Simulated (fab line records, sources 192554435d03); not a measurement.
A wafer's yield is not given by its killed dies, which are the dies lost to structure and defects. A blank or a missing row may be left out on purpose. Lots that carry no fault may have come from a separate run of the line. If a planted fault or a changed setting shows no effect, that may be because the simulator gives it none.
fab line records	flow n5Finfet
record lots=5	wafers=15	lastDay=16
route steps=1938 shown HKMG_FIN@406 BEOL_M4@1111 PASSIVATION@1936
lots with no fault: from the same line, run without faults
startH: hours from the record's first day to the start of the lot's first wafer shown	waitH: time in hours since the lot's previous step	" as in the row above	L1.1+2: one row covering several wafers at once	- value missing, or start not given	* or withheld: withheld	< > ~ a bound
route shown NAME@n: names a module that has steps shown in the file, with the first one's number in the route	usual: the fault-free wafers' mean and standard deviation	same: alike in all rows	chamber/n: place in a boat	sites: per-site readings	_std_site: the standard deviation of these	_edge_site: inner sites' mean taken away from outer sites' mean	radiusMm: how far each site lies from the wafer's centre	mask NAME#n: copy n	behind: the last tool/chamber to shape the wafer	hold: cause of the lot's hold/its duration in hours/its outcome	device: which transistor (n, p or np) failed to switch	end of line: at the end of the route, the tests of the same wafers	a step given without rows: its recipe and nothing more	killed: at the first sort, the dies lost to defects and structure; wafer yield is something else	map: per-die view of a wafer (x killed, . not killed, _ where there is no die)
set.NAME: the setting the step ran with; set.NAME@STEP: the setting that earlier step ran with	model.NAME: the simulator's own value behind a step, which no gauge read
lots seen at some steps along the route; tables by step, rows by wafer
## steps
# step N5_HKMG_FIN_ETCH_58
# recipe chemistry=N2/H2	target=SOC	targetDepthA=2158	ionEnergyEv=50	biasW=13	timeS=741	pressureMtorr=30	sourceW=875	n2FlowSccm=200	h2FlowSccm=200
# step N5_HKMG_FIN_STRIP_93
# recipe chemistry=N2/H2	material=SOC	timeS=20	powerW=500	tempC=40	pressureMtorr=50	rfFrequencyHz=6e+07	biasPowerW=8	h2Frac=0.5	n2FlowSccm=300	h2FlowSccm=300
# step N5_HKMG_FIN_WET_ETCH_76
# recipe chemistry=dNH4OH	mix=1:50	tempC=25	target=Al2O3	stopOn=La2O3	targetDepthNm=2.25	dry=ipaMarangoni	rinseTimeS=30	rinseTempC=23
# step N5_HKMG_FIN_STRIP_60
# recipe chemistry=N2/H2	powerW=2500	tempC=300	h2Frac=0.65	timeS=360	pressureMtorr=withheld	n2FlowSccm=1750	h2FlowSccm=3250
# step N5_HKMG_FIN_WET_ETCH_77
# recipe chemistry=dHCl	mix=1:10000	tempC=25	target=La2O3	stopOn=HfO2	targetDepthNm=2
# step N5_HKMG_FIN_WET_ETCH_78
# recipe chemistry=dNH4OH	mix=1:50	tempC=25	target=Al2O3	stopOn=La2O3	targetDepthNm=4.5	dry=ipaMarangoni	rinseTimeS=30	rinseTempC=23
# step N5_HKMG_FIN_ALD_79
# recipe material=TiN	targetThkA=15	tempC=400	aldPrecursorFamily=TiCl4	aldCoReactant=NH3	pulseTimeS=1	purgeTimeS=3	coReactantPurgeTimeS=2	coReactantPulseTimeS=2	aldCycles=68	pressureTorr=3
# step N5_HKMG_FIN_CVD_62
# recipe material=a-Si	targetThkA=30	tempC=500	precursor=Si2H6	pressureTorr=1	timeS=20.8
# step N5_HKMG_FIN_RTA_80
# recipe tempC=withheld	timeS=2	ambient=N2	idleTempC=600	rampUpCPerS=150	rampDownCPerS=60	coolToC=600
# step N5_HKMG_FIN_PRECLEAN_64
# recipe chemistry=dHF	timeS=30	tempC=25	dilution=withheld
# step N5_HKMG_FIN_WET_ETCH_65
# recipe chemistry=TMAH	tempC=70	concWtPct=5	target=a-Si	stopOn=TiN	timeS=49	targetDepthNm=3
# step N5_HKMG_FIN_WET_ETCH_81
# recipe chemistry=SC1	target=TiN	stopOn=HfO2	mix=1:1:5	tempC=60	timeS=57	targetDepthNm=6
# step N5_HKMG_FIN_WET_ETCH_82
# recipe chemistry=dHCl	mix=1:10000	tempC=25	target=La2O3	stopOn=HfO2	targetDepthNm=2	dry=ipaMarangoni	rinseTimeS=30	rinseTempC=23
# usual bathHeatDutyPct=6.1/0.74	rinseTempC=23.01/0.096	rinseTimeS=30/0
lot.wafer	tool	chamber	startH	waitH	bathHeatDutyPct	rinseTempC	rinseTimeS	model.La2O3_of_HKMG_FIN_ALD_74.thkNm
L271.2	wetBench-01	1	81.29	0.0	7.8	23.02	30	0
L271.3	"	3	"	"	6.4	22.98	30	0
L271.6	"	2	"	"	7.4	22.99	30	0
L277.2	wetBench-01	5	120.45	0.0	-	-	-	0.4
L277.4	"	7	"	"	-	-	-	0.6
L277.5	"	0	"	"	-	-	-	0.4
L278.3	wetBench-01	1	124.16	0.0	-	-	-	0.4
L278.4	"	6	"	"	-	-	-	0.6
L278.5	"	2	"	"	-	-	-	0.6
L279.2	wetBench-01	6	132.43	0.0	-	-	-	0.6
L279.4	"	3	"	"	-	-	-	0.6
L279.6	"	7	"	"	-	-	-	0.4
L283.2	wetBench-05	7	157.03	0.0	7.2	23.02	30	0
L283.3	"	3	"	"	6.1	22.93	30	0
L283.4	"	2	"	"	5.7	22.93	30	0
# step N5_HKMG_FIN_ALD_36
# recipe material=TiN	targetThkA=10	tempC=400	aldPrecursorFamily=TiCl4	aldCoReactant=NH3	pulseTimeS=1	purgeTimeS=3	coReactantPurgeTimeS=2	coReactantPulseTimeS=2	aldCycles=47	pressureTorr=3
# step N5_HKMG_FIN_PWFM_ALD_03
# recipe material=TiN	targetThkA=20	tempC=400	aldPrecursorFamily=TiCl4	aldCoReactant=NH3	pulseTimeS=1	purgeTimeS=3	coReactantPurgeTimeS=2	coReactantPulseTimeS=2	aldCycles=91	pressureTorr=3
# step N5_HKMG_FIN_COAT_29
# recipe resist=SOC	tempC=250	timeS=60	spinRpm=1500	resistThkNm=300
# step N5_HKMG_FIN_COAT_30
# recipe resist=SiARC	tempC=220	timeS=60	spinRpm=1500	resistThkNm=35
# step N5_HKMG_FIN_COAT_06
# recipe resist=CAR-ArF	spinRpm=1500	resistThkNm=90
# step N5_HKMG_FIN_EBR_08
# recipe solvent=PGMEA	ebrWidthMm=1.5
# step N5_HKMG_FIN_SOFTBAKE_07
# recipe tempC=110	timeS=60	resist=CAR-ArF
# step N5_HKMG_FIN_EXPOSE_09
# recipe maskId=NWFM	na=1.35	sourceShape=conventional	sigmaOuter=0.8	polarization=unpolarized	doseMj=39.25
# step N5_HKMG_FIN_PEB_10
# recipe pebTempC=withheld	pebTimeS=60	resist=CAR-ArF
# step N5_HKMG_FIN_DEVELOP_11
# recipe developTimeS=30	developer=TMAH	resist=CAR-ArF	devTempC=23	rinseLiquid=diw	dry=airSpin
# step N5_HKMG_FIN_DESCUM_17
# recipe chemistry=O2	timeS=7.9	sourcePowerW=50	biasPowerW=20	pressureMtorr=20	rfFrequencyHz=2.712e+07	tempC=40	resist=CAR-ArF	o2FlowSccm=225
# step N5_HKMG_FIN_ETCH_31
# recipe chemistry=CF4	target=SiARC	targetDepthA=455	maskMaterial=CAR-ArF	timeS=75.8	ionEnergyEv=80	pressureMtorr=40	sourceW=545	biasW=36	Ar_flow_sccm=100	cf4FlowSccm=100	ends=cleared
# step N5_HKMG_FIN_ETCH_32
# recipe chemistry=N2/H2	target=SOC	targetDepthA=2400	tempC=40	timeS=300	ionEnergyEv=200	maskMaterial=SiARC	pressureMtorr=30	sourceW=840	biasW=150	n2FlowSccm=200	h2FlowSccm=200
# step N5_HKMG_FIN_STRIP_33
# recipe chemistry=N2/H2	tempC=40	n2FlowSccm=200	h2FlowSccm=200	rfFrequencyHz=6e+07
# step N5_HKMG_FIN_STRIP_34
# recipe chemistry=CF4	resist=SiARC	powerW=300	biasPowerW=75	pressureMtorr=50	cf4FlowSccm=150	rfFrequencyHz=6e+07
# step N5_HKMG_FIN_ETCH_35
# recipe chemistry=N2/H2	target=SOC	targetDepthA=2158	ionEnergyEv=65	biasW=5	sourceW=3000	timeS=243.4	pressureMtorr=30	n2FlowSccm=200	h2FlowSccm=200
# step N5_HKMG_FIN_STRIP_92
# recipe chemistry=N2/H2	material=SOC	timeS=20	powerW=500	tempC=40	pressureMtorr=50	rfFrequencyHz=6e+07	biasPowerW=8	h2Frac=0.5	n2FlowSccm=300	h2FlowSccm=300
# step N5_HKMG_FIN_WET_ETCH_18
# recipe chemistry=SC1	target=TiN	mix=1:1:5	tempC=*	timeS=55	targetDepthNm=5.2	dry=ipaMarangoni	rinseTimeS=30	rinseTempC=23
# step N5_HKMG_FIN_STRIP_19
# recipe chemistry=N2/H2	powerW=2500	tempC=300	h2Frac=0.65	timeS=360	pressureMtorr=withheld	n2FlowSccm=1750	h2FlowSccm=3250
# step N5_HKMG_FIN_ALD_91
# recipe material=TiN	targetThkA=10	tempC=400	aldPrecursorFamily=TiCl4	aldCoReactant=NH3	pulseTimeS=1	purgeTimeS=3	coReactantPurgeTimeS=2	coReactantPulseTimeS=2	aldCycles=47	pressureTorr=3
# step N5_HKMG_FIN_COAT_85
# recipe resist=SOC	tempC=250	timeS=60	spinRpm=1500	resistThkNm=300
# step N5_HKMG_FIN_ETCH_86
# recipe chemistry=N2/H2	target=SOC	targetDepthA=3932	stopOn=TiN	ionEnergyEv=100	biasW=61	pressureMtorr=30	sourceW=850	n2FlowSccm=200	h2FlowSccm=200
# step N5_HKMG_FIN_STRIP_89
# recipe chemistry=N2/H2	material=SOC	timeS=20	powerW=500	tempC=40	pressureMtorr=50	rfFrequencyHz=6e+07	biasPowerW=8	h2Frac=0.5	n2FlowSccm=300	h2FlowSccm=300
# step N5_HKMG_FIN_WET_ETCH_87
# recipe chemistry=SC1	target=TiN	mix=1:2:40	tempC=50	timeS=154.2	targetDepthNm=4.7	dry=ipaMarangoni	rinseTimeS=30	rinseTempC=23
# step N5_HKMG_FIN_STRIP_88
# recipe chemistry=N2/H2	powerW=2500	tempC=300	h2Frac=0.65	timeS=360	pressureMtorr=withheld	n2FlowSccm=1750	h2FlowSccm=3250
# step N5_BEOL_M4_RC_MEAS_101
# usual DIBL_N=35.9/1.3	DIBL_P=35.9/1.5	EOT_P=10.47/0.08	IGATE_P=0.0038/0.00052	IOFF_N=0.152/0.023	IOFF_P=0.204/0.027	IOFF_P_85C=3.5/0.39	IOFF_P_LIN=0.097/0.01	IOFF_P_LONG=0.000104/8.4e-06	ION_N=673/9.2	ION_P=462/6.7	SS_N=71.4/0.48	SS_P=73.2/0.55	VT_N=250.3/2.6	VT_N_LVT=98.5/2.9	VT_P=-250.6/3	VT_P_LONG=-276/3
lot.wafer	tool	chamber	startH	waitH	DIBL_N[mV/V]	DIBL_P[mV/V]	EOT_P	IGATE_P[nA/um]	IOFF_N[nA/um]	IOFF_P[nA/um]	IOFF_P_85C[nA/um]	IOFF_P_LIN[nA/um]	IOFF_P_LONG[nA/um]	ION_N[uA/um]	ION_P[uA/um]	SS_N[mV/dec]	SS_P[mV/dec]	VT_N[mV]	VT_N_LVT[mV]	VT_P[mV]	VT_P_LONG[mV]
L271.2	prober-01	0	186.90	0.2	36.3	36.8	10.42	0.0048	0.184	0.213	3.6	0.098	0.000105	683	467	71.4	73.1	248.1	94.0	-252.1	-277
L271.3	"	0	"	"	36.2	37.6	10.56	0.0036	0.185	0.225	3.8	0.101	0.000104	687	459	70.6	73.6	247.5	93.1	-253.5	-277
L271.6	"	0	"	"	36.2	37.2	10.52	0.0039	0.184	0.215	3.6	0.097	0.0001	670	458	71.2	73.9	245.4	92.9	-253.0	-281
L278.3	prober-01	0	238.70	0.3	36.8	37.9	10.96	0.0006	0.177	0.051	1.1	0.024	5.1e-05	676	398	72.1	74.1	248.5	53.4	-290.2	-317
L278.4	"	0	"	"	35.1	34.3	11.03	0.0007	0.135	0.038	0.9	0.019	4.8e-05	677	391	71.1	73.0	251.2	56.9	-295.1	-320
L278.5	"	0	"	"	35.4	36.3	10.72	0.0008	0.148	0.045	1.0	0.022	5e-05	682	398	71.0	73.4	249.0	56.1	-294.7	-319
L277.2	prober-02	0	240.23	0.3	35.5	37.1	10.93	0.0006	0.136	0.045	1.0	0.022	4.9e-05	672	394	71.6	72.9	254.0	58.8	-293.9	-319
L277.4	"	0	"	"	36.8	38.5	10.84	0.0008	0.160	0.051	1.1	0.024	5.1e-05	691	400	70.9	73.6	249.5	56.4	-289.3	-319
L277.5	"	0	"	"	36.0	37.2	10.80	0.0008	0.141	0.045	1.0	0.022	5.3e-05	668	394	70.9	74.1	252.9	59.0	-291.7	-321
L279.2	prober-02	0	267.23	0.2	35.6	36.9	10.87	0.0008	0.138	0.046	1.0	0.022	5e-05	687	401	71.1	74.0	250.1	55.6	-292.5	-315
L279.4	"	0	"	"	37.2	37.9	10.99	0.0007	0.154	0.051	1.1	0.024	5.2e-05	682	396	72.3	73.8	249.0	55.9	-289.8	-315
L279.6	"	0	"	"	36.3	37.6	10.80	0.0008	0.152	0.050	1.1	0.024	5.4e-05	677	400	71.4	73.7	250.2	54.9	-289.1	-316
L283.2	prober-02	0	275.04	0.2	35.7	33.3	10.45	0.0042	0.133	0.219	3.7	0.106	0.000127	680	472	71.2	73.0	253.4	102.3	-245.7	-266
L283.3	"	0	"	"	35.6	33.3	10.55	0.0034	0.134	0.215	3.7	0.105	0.000124	659	466	71.0	72.8	252.2	103.2	-245.3	-271
L283.4	"	0	"	"	36.3	33.2	10.58	0.0036	0.138	0.212	3.6	0.103	0.00012	673	469	71.9	72.6	252.2	102.3	-245.2	-268
# step N5_PASSIVATION_PROBE_49
# usual defectLimitedYield=91.0/1.5	killed_at_M0_to_M3=37/12	killed_at_M4_up=13/5	killedAtContacts=13/6.1	killedAtFrontEnd=39/11	killedAtOther=4/3.2	killedDies=106/17	killedOpen=69/12	killedShort=35/7.9	sort_bin_5_function=5.3/1	sort_bin_6_memory=3.3/0.68	sort_bin_8_speed=0/0	sortNPass=1074/17	sortYieldPct=91.0/1.5
# same grossDies=1180	killedAtBackSide=0	sort_bin_4_leakage[%]=0
lot.wafer	tool	chamber	startH	waitH	defectLimitedYield[%]	killed_at_M0_to_M3	killed_at_M4_up	killedAtContacts	killedAtFrontEnd	killedAtOther	killedDies	killedOpen	killedShort	sort_bin_5_function[%]	sort_bin_6_memory[%]	sort_bin_8_speed[%]	sortNPass	sortYieldPct[%]
L271.2	prober-02	-	292.16	0.1	90.9	52	11	6	33	5	107	69	35	5.5	3.5	0	1073	90.9
L271.3	prober-02	-	292.21	0.1	90.3	42	7	11	48	6	114	79	33	6.2	3.1	0	1066	90.3
L271.6	prober-02	-	292.36	0.3	91.8	42	7	11	35	2	97	65	29	5.1	2.8	0	1083	91.8
L278.3	prober-02	-	346.28	0.4	91.2	54	13	6	30	1	104	60	41	4.7	3.6	91.19	0	0
L278.4	prober-02	-	346.33	0.5	91.4	44	9	10	38	1	102	73	27	4.8	3.6	91.36	0	0
L278.5	prober-02	-	346.38	0.5	91.4	40	15	12	35	0	102	60	37	4.9	3.1	91.36	0	0
L277.2	prober-02	-	355.97	0.1	92.4	36	15	8	29	2	90	62	28	4.5	3.0	92.37	0	0
L277.4	prober-02	-	356.07	0.2	88.3	55	19	8	47	9	138	83	52	6.2	5.2	88.31	0	0
L277.5	prober-02	-	356.12	0.2	90.3	51	18	12	33	1	115	74	41	5.7	3.8	90.25	0	0
L279.2	prober-02	-	374.94	0.1	89.5	55	4	10	50	5	124	77	45	7.6	2.6	89.49	0	0
L279.4	prober-02	-	375.04	0.2	90.0	44	7	17	40	10	118	75	41	5.8	3.9	90.00	0	0
L279.6	prober-02	-	375.14	0.3	92.0	28	7	7	49	3	94	56	38	4.8	2.7	92.03	0	0
L283.2	prober-02	-	390.82	0.1	88.5	63	18	10	43	2	136	98	38	7.0	4.3	0	1044	88.5
L283.3	prober-02	-	390.87	0.1	90.8	45	7	18	33	5	108	70	38	6.1	2.5	0	1072	90.8
L283.4	prober-02	-	390.92	0.2	90.5	44	12	13	38	5	112	67	44	5.3	3.6	0	1068	90.5
# killed by level:class
L271.2 BEOL_M0_SAQP:geometricParticle:open=15 BEOL_M0_SAQP:geometricParticle:short=12 STI_FIN_REVEAL:geometricParticle:open=9 FIN_SAQP:geometricParticle:open=8 BEOL_M2:geometricParticle:open=8 GATE_CUT:geometricParticle:short=5 MOL_CONTACT_COAG:geometricParticle:open=5 BEOL_M3:geometricParticle:open=5
L271.3 FIN_SAQP:geometricParticle:open=15 BEOL_M2:geometricParticle:open=12 STI_FIN_REVEAL:geometricParticle:open=9 MOL_CONTACT_COAG:geometricParticle:open=9 BEOL_M0_SAQP:geometricParticle:short=8 BEOL_M0_SAQP:geometricParticle:open=6 GATE_CUT:geometricParticle:open=5 BEOL_M1:geometricParticle:open=5
L271.6 BEOL_M2:geometricParticle:open=11 BEOL_M0_SAQP:geometricParticle:short=10 STI_FIN_REVEAL:geometricParticle:open=7 MOL_CONTACT_COAG:geometricParticle:open=7 FIN_SAQP:geometricParticle:open=6 BEOL_M3:geometricParticle:open=6 BEOL_M0_SAQP:geometricParticle:open=5 BEOL_M8:geometricParticle:open=5
L278.3 BEOL_M0_SAQP:geometricParticle:short=16 BEOL_M2:geometricParticle:open=12 BEOL_M0_SAQP:geometricParticle:open=11 GATE_CUT:geometricParticle:short=8 BEOL_M1:geometricParticle:open=6 FIN_SAQP:geometricParticle:short=5 FIN_SAQP:geometricParticle:open=4 BEOL_M4:geometricParticle:open=4
L278.4 BEOL_M0_SAQP:geometricParticle:open=14 MOL_CONTACT_COAG:geometricParticle:open=9 BEOL_M3:geometricParticle:open=9 BEOL_M2:geometricParticle:open=8 DUMMY_GATE:geometricParticle:open=7 FIN_SAQP:geometricParticle:open=6 FIN_SAQP:geometricParticle:short=5 BEOL_M4:geometricParticle:open=5
L278.5 BEOL_M0_SAQP:geometricParticle:open=14 BEOL_M0_SAQP:geometricParticle:short=13 FIN_SAQP:geometricParticle:short=10 MOL_CONTACT_COAG:geometricParticle:open=9 FIN_SAQP:geometricParticle:open=7 BEOL_M5:geometricParticle:open=6 BEOL_M7:geometricParticle:open=5 GATE_CUT:geometricParticle:open=4
L277.2 BEOL_M0_SAQP:geometricParticle:open=9 MOL_CONTACT_COAG:geometricParticle:open=8 BEOL_M0_SAQP:geometricParticle:short=8 BEOL_M4:geometricParticle:open=7 STI_FIN_REVEAL:geometricParticle:open=6 BEOL_M1:geometricParticle:open=6 BEOL_M2:geometricParticle:open=6 DUMMY_GATE:geometricParticle:open=4
L277.4 BEOL_M0_SAQP:geometricParticle:open=21 FIN_SAQP:geometricParticle:short=10 BEOL_M0_SAQP:geometricParticle:short=10 BEOL_M3:geometricParticle:open=10 GATE_CUT:geometricParticle:short=9 DUMMY_GATE:geometricParticle:open=8 BEOL_M4:geometricParticle:open=8 GATE_CUT:geometricParticle:open=6
L277.5 BEOL_M0_SAQP:geometricParticle:short=11 BEOL_M3:geometricParticle:open=11 BEOL_M0_SAQP:geometricParticle:open=11 MOL_CONTACT_COAG:geometricParticle:open=9 STI_FIN_REVEAL:geometricParticle:open=8 BEOL_M2:geometricParticle:open=8 FIN_SAQP:geometricParticle:open=7 BEOL_M4:geometricParticle:open=6
L279.2 BEOL_M3:geometricParticle:open=21 FIN_SAQP:geometricParticle:open=10 BEOL_M0_SAQP:geometricParticle:short=10 BEOL_M1:geometricParticle:open=8 STI_FIN_REVEAL:geometricParticle:open=7 FIN_SAQP:geometricParticle:short=6 MOL_CONTACT_COAG:geometricParticle:open=5 MOL_CONTACT_COAG:geometricParticle:short=5
L279.4 MOL_CONTACT_COAG:geometricParticle:open=17 BEOL_M0_SAQP:geometricParticle:open=13 BEOL_M0_SAQP:geometricParticle:short=12 STI_FIN_REVEAL:geometricParticle:open=9 FIN_SAQP:geometricParticle:open=6 PASS1_DEP:geometricParticle:short=6 GATE_CUT:geometricParticle:short=6 BEOL_M2:geometricParticle:open=6
L279.6 BEOL_M3:geometricParticle:open=10 FIN_SAQP:geometricParticle:open=8 FIN_SAQP:geometricParticle:short=7 ILD0:geometricParticle:short=6 BEOL_M1:geometricParticle:open=6 STI_FIN_REVEAL:geometricParticle:open=5 ILD0:geometricParticle:open=5 MOL_CONTACT_COAG:geometricParticle:open=5
L283.2 BEOL_M3:geometricParticle:open=19 BEOL_M1:geometricParticle:open=11 BEOL_M0_SAQP:geometricParticle:open=10 BEOL_M0_SAQP:geometricParticle:short=10 FIN_SAQP:geometricParticle:open=9 MOL_CONTACT_COAG:geometricParticle:open=8 BEOL_M2:geometricParticle:open=8 FIN_SAQP:geometricParticle:short=7
L283.3 BEOL_M3:geometricParticle:open=16 MOL_CONTACT_COAG:geometricParticle:open=13 BEOL_M0_SAQP:geometricParticle:open=8 DUMMY_GATE:geometricParticle:open=7 BEOL_M0_SAQP:geometricParticle:short=7 FIN_SAQP:geometricParticle:short=6 FIN_SAQP:geometricParticle:open=5 MOL_CONTACT_COAG:geometricParticle:short=5
L283.4 BEOL_M3:geometricParticle:open=12 FIN_SAQP:geometricParticle:short=10 MOL_CONTACT_COAG:geometricParticle:open=9 BEOL_M0_SAQP:geometricParticle:open=9 BEOL_M2:geometricParticle:open=7 STI_FIN_REVEAL:geometricParticle:open=6 BEOL_M0_SAQP:geometricParticle:short=6 FIN_SAQP:geometricParticle:open=5
# map L277.4 (x killed, . not)
_________________....x.......________________
______________.........xx......._____________
___________.x......x.....x.........__________
__________.......x.............x...._________
________....x........x............x..._______
_______....x........x..x.x.xx.....x....______
______..........x..x...........x.x......_____
_____....xx.x........x.........x.......x.____
____.x................x...x.x........x....___
___.x..x..x.....x...........x...........x..__
___.....x......x...........................__
__................x.....x..................._
__......................x.......x..........._
_.x.x.....x........x.............x...........
_..x.xx..........xxx...................xx..x.
_.x.....x..x...x....x........x.x........x....
_.........x...x......x........x......x...x...
_x......x....xx..x.x..........x..............
_.x...................x...........x..........
_.........x..............x..x................
_..........x.................x.........x.....
__..x.x.x...........................x......._
__...x......x.x.....x...........x.x........._
___...x.......x........xx...x...x..x...x...__
___.x..........x..x..............x...x..x..__
____....x............................xx...___
_____.x............x....x.x.x...........x____
______..x..............x........x......._____
_______....x......x...............x....______
________....x.........xx........x....._______
__________..x..............x........_________
___________........................__________
______________......x..xx......._____________
_________________..x.........________________
# map L278.3 (x killed, . not)
_________________.x..........________________
______________x.x..........x...._____________
___________........x..............x__________
__________.x.....xx......x.........._________
________..x.....x...x.......x.....x..._______
_______..x......x.....................x______
______...x..........x.....x...x.xx......_____
_____...................xx...............____
____........x..........x...x.....x........___
___................xx...........xx.....x...__
___........x......x.....x........x.x.......__
__...........x.......xx...x..........x......_
__...x.......................x........x....._
_..........x.................................
_........................x............x....x.
_..x..................x....................x.
_.......x............................x......x
_.............................x.............x
_............x..x..........x.............x.x.
_...............................x............
_.......x...x..x.......x..................x..
__.....x.......x.....................x......_
__....x.......xx....x....x.........x........_
___x.....x.......x..............x..........__
___......x..xx...........x................x__
____............xx........x........x......___
_____.....x............................x.____
______.................................._____
_______................x.......x.......______
________..............x..............x_______
__________..........x.........x....._________
___________......................x.__________
______________.................._____________
_________________......xx....________________
## key
firstSign step=N5_HKMG_FIN_WET_ETCH_82	reading=toolRecord	direction=missing
effect step=N5_BEOL_M4_RC_MEAS_101	reading=VT_N_LVT	direction=down	sigmas=15	usual=98.5	struck=56.3
effect step=N5_BEOL_M4_RC_MEAS_101	reading=VT_P	direction=down	sigmas=14	usual=-250.6	struck=-291.8
effect step=N5_BEOL_M4_RC_MEAS_101	reading=VT_P_LONG	direction=down	sigmas=14	usual=-276	struck=-318
effect step=N5_BEOL_M4_RC_MEAS_101	reading=ION_P	direction=down	sigmas=9.8	usual=462	struck=397
effect step=N5_BEOL_M4_RC_MEAS_101	reading=IOFF_P_LIN	direction=down	sigmas=7.2	usual=0.097	struck=0.023
effect step=N5_BEOL_M4_RC_MEAS_101	reading=IOFF_P_85C	direction=down	sigmas=6.5	usual=3.5	struck=1.0
effect step=N5_BEOL_M4_RC_MEAS_101	reading=IOFF_P_LONG	direction=down	sigmas=6.3	usual=0.000104	struck=5.1e-05
effect step=N5_BEOL_M4_RC_MEAS_101	reading=IGATE_P	direction=down	sigmas=5.8	usual=0.0038	struck=0.0007
effect step=N5_BEOL_M4_RC_MEAS_101	reading=IOFF_P	direction=down	sigmas=5.7	usual=0.204	struck=0.047
effect step=N5_BEOL_M4_RC_MEAS_101	reading=EOT_P	direction=up	sigmas=5.2	usual=10.47	struck=10.88
effect step=N5_PASSIVATION_PROBE_49	reading=sort_bin_8_speed	direction=up	sigmas=99+	usual=0	struck=90.71
modelEffect step=N5_HKMG_FIN_WET_ETCH_82	value=La2O3_of_HKMG_FIN_ALD_74.thkNm	without=0	struck=0.5111
metAt N5_HKMG_FIN_WET_ETCH_82
struckWafers L277.2,L277.4,L277.5,L278.3,L278.4,L278.5,L279.2,L279.4,L279.6
onsetBetween 81.29 120.45
fault kind=skippedStepWhole	tool=wetBench-01	chamber=-	onsetH=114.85	steps=N5_HKMG_FIN_WET_ETCH_82	scope=struckLotsOnly
